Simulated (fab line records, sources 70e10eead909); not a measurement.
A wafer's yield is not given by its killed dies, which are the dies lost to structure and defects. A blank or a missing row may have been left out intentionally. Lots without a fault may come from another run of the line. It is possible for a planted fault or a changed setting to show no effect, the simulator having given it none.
Matching of chambers ; flow nandHarc ; NHARC_A_STAIRCASE_DESCUM_219 on rieDiel-05: 4 sister chambers
The step chemistry O2, time 3 s. 4 wafers are shown with their chamber, then 11 later ones without.

## WAFERS WITH THEIR CHAMBER
wafer;chamber;drypumpMotorCurrentA (A)
L081.2;1;5.3
L082.4;2;4.7
L087.6;3;6.3
L087.1;0;5.8

## WAFERS WHOSE CHAMBER IS MISSING
wafer;drypumpMotorCurrentA (A)
L087.2;4.7
L087.4;5.3
L090.1;4.7
L090.3;5.9
L090.5;5.9
L093.1;6.4
L093.4;5.9
L093.5;4.7
L094.1;4.7
L094.4;6.3
L094.6;5.3

## EACH ONE'S CHAMBER
wafer;from the rows above;in truth
L087.2;2;2
L087.4;1;1
L090.1;2;2
L090.3;0;0
L090.5;0;0
L093.1;3;3
L093.4;0;0
L093.5;2;2
L094.1;2;2
L094.4;3;3
L094.6;1;1
Correct placement for 11 of the 11. Not placeable from these rows: 0. Placed wrongly: 0.
How it was worked out, from the rows above alone: a wafer's distance from a chamber is the root of the sum, over the readings, of the square of ((its reading less the chamber's mean) divided by the reading's scatter). The wafer belongs to the nearest chamber; if the next one is less than 2 further off, it can't be placed. A chamber's mean is the mean of its shown wafers. The scatter (one wafer shown for each chamber): square how far every hidden wafer sits from the nearest shown wafer, average those squares and take the square root.
